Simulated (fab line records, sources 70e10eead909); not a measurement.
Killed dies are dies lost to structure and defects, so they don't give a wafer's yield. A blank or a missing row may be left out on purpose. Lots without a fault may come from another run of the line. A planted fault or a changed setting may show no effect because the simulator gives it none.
A struck lot beside a sound one | flow nand_harc | 40 steps out of a route of 1302
Sound: wafers L402.1, L402.2, L402.3. Struck: wafer L398.2. (L398.1, L398.4 of the same lot were not struck and are left out.) The cause comes at the end.
At each step with rows: each side's tool, then ch and its chambers, then its first start. Under that, the readings that differ: sound wafers | struck wafers | difference of the means | sigmas: that difference in standard deviations of wafers without a fault.
alike: readings whose means differ by less than 2 such deviations, and words and numbers that are the same on both sides. not compared: withheld readings, readings that some wafer has no value for, bounds like >300 that may hide the same value, and numbers for which the record gives no deviation and whose values overlap.
The two part at a step that has a row with sigmas, a row that says differs or no value, or rows on one side only. Numbers that don't overlap but have no deviation are shown without sigmas and don't part them. A reading that every wafer of one side lacks parts them only if that side has two wafers or more.

first, 1 step without rows for these wafers: NHARC_A_STAIRCASE_HARDBAKE_10 (time 140 s).
NHARC_A_STAIRCASE_DESCUM_11: chemistry O2, time 3 s.
  sound on rie_diel-05 ch 0,2,3, day 22 11:39; struck on rie_diel-05 ch 3, day 20 11:06
  reading                | sound    | struck | difference | sigmas
  rf_hours_counter_h (h) | 31 33 33 | 17     | -15        |
  alike: chamber_pressure_mTorr, drypump_motor_current_A, oes_product_au, rf_vpp_V, showerhead_plenum_p_Torr, throttle_valve_pct
then, 1 step without rows for these wafers: NHARC_A_STAIRCASE_TRIM_12 (chemistry O2, time 211.2 s).
NHARC_A_STAIRCASE_ETCH_13: etches the open film in C4F8/O2, target depth 100 nm, time 40.5 s.
  sound on rie_diel-05 ch 0,1,3; struck on rie_diel-05 ch 1
  reading                | sound    | struck | difference | sigmas
  rf_hours_counter_h (h) | 33 31 31 | 16     | -16        |
  alike: chamber_pressure_mTorr, oes_product_au, rf_vpp_V
then, 3 steps without rows for these wafers: NHARC_A_STAIRCASE_TRIM_14 (chemistry O2, time 211.2 s); NHARC_A_STAIRCASE_ETCH_15 (etches the open film in C4F8/O2, target depth 100 nm, time 40.5 s); NHARC_A_STAIRCASE_TRIM_16 (chemistry O2, time 211.2 s).
NHARC_A_STAIRCASE_ETCH_17: etches the open film in C4F8/O2, target depth 100 nm, time 40.5 s.
  sound on rie_diel-05 ch 1,2,3; struck on rie_diel-05 ch 2
  reading                | sound    | struck | difference | sigmas
  rf_hours_counter_h (h) | 33 33 31 | 16     | -16        |
  alike: chamber_pressure_mTorr, oes_product_au, rf_vpp_V
NHARC_A_STAIRCASE_TRIM_18: chemistry O2, time 211.2 s.
  sound on rie_diel-05 ch 0,2,3; struck on rie_diel-05 ch 0
  reading                | sound    | struck | difference | sigmas
  rf_hours_counter_h (h) | 31 33 33 | 17     | -15        |
  alike: chamber_pressure_mTorr, drypump_motor_current_A, oes_product_au, rf_vpp_V, showerhead_plenum_p_Torr, throttle_valve_pct
then, 2 steps without rows for these wafers: NHARC_A_STAIRCASE_ETCH_19 (etches the open film in C4F8/O2, target depth 100 nm, time 40.5 s); NHARC_A_STAIRCASE_TRIM_20 (chemistry O2, time 211.2 s).
NHARC_A_STAIRCASE_ETCH_21: etches the open film in C4F8/O2, target depth 100 nm, time 40.5 s.
  sound on rie_diel-02 ch 0,1,3, day 22 12:58; struck on rie_diel-05 ch 3, day 20 12:33
  reading                | sound    | struck | difference | sigmas
  rf_hours_counter_h (h) | 40 33 41 | 18     | -20        |
  alike: chamber_pressure_mTorr, oes_product_au, rf_vpp_V
then, 25 steps without rows for these wafers: NHARC_A_STAIRCASE_TRIM_22 (chemistry O2, time 211.2 s); NHARC_A_STAIRCASE_ETCH_23 (etches the open film in C4F8/O2, target depth 100 nm, time 40.5 s); NHARC_A_STAIRCASE_TRIM_24 (chemistry O2, time 211.2 s); NHARC_A_STAIRCASE_ETCH_25 (etches the open film in C4F8/O2, target depth 100 nm, time 40.5 s); NHARC_A_STAIRCASE_TRIM_26 (chemistry O2, time 211.2 s); NHARC_A_STAIRCASE_ETCH_27 (etches the open film in C4F8/O2, target depth 100 nm, time 40.5 s); NHARC_A_STAIRCASE_STRIP_175 (strips in O2); NHARC_A_STAIRCASE_STRIP_148 (strips in SPM, time 900 s); NHARC_A_STAIRCASE_PRECLEAN_149 (cleans in SC1); NHARC_A_STAIRCASE_SRD_150; NHARC_A_STAIRCASE_DEHYDRATE_176 (time 120 s); NHARC_A_STAIRCASE_HMDS_177 (time 30 s); NHARC_A_STAIRCASE_COAT_178; NHARC_A_STAIRCASE_SOFTBAKE_179 (time 170 s); NHARC_A_STAIRCASE_EBR_180; NHARC_A_STAIRCASE_EXPOSE_181 (exposes mask STAIR 2); NHARC_A_STAIRCASE_PEB_182 (peb time 130 s); NHARC_A_STAIRCASE_DEVELOP_183 (time 140 s); NHARC_A_STAIRCASE_HARDBAKE_185 (time 140 s); NHARC_A_STAIRCASE_DESCUM_186 (chemistry O2, time 3 s); NHARC_A_STAIRCASE_TRIM_187 (chemistry O2, time 211.2 s); NHARC_A_STAIRCASE_ETCH_188 (etches the open film in C4F8/O2, target depth 100 nm, time 40.5 s); NHARC_A_STAIRCASE_TRIM_189 (chemistry O2, time 211.2 s); NHARC_A_STAIRCASE_ETCH_190 (etches the open film in C4F8/O2, target depth 100 nm, time 40.5 s); NHARC_A_STAIRCASE_TRIM_191 (chemistry O2, time 211.2 s).
NHARC_A_STAIRCASE_ETCH_192: etches the open film in C4F8/O2, target depth 100 nm, time 40.5 s.
  sound on rie_diel-05 ch 0,1,2; struck on rie_diel-05 ch 3
  reading                | sound    | struck | difference | sigmas
  rf_hours_counter_h (h) | 32 32 34 | 19     | -14        |
  alike: chamber_pressure_mTorr, oes_product_au, rf_vpp_V
then, 1 step without rows for these wafers: NHARC_A_STAIRCASE_TRIM_193 (chemistry O2, time 211.2 s).
-- the record jumps here: 9 days lie between the struck wafers' starts before and after (it left off in module A_STAIRCASE and takes up again in module END, whose first step shown is number 1302 of the route) --
NHARC_END_SORT_01:
  the record has rows for the struck wafers here (prober-01 ch 0, day 29 17:46) and none for the sound ones

WHERE THEY PART
Only at NHARC_END_SORT_01, within this record.

WHY: what the simulator had put in
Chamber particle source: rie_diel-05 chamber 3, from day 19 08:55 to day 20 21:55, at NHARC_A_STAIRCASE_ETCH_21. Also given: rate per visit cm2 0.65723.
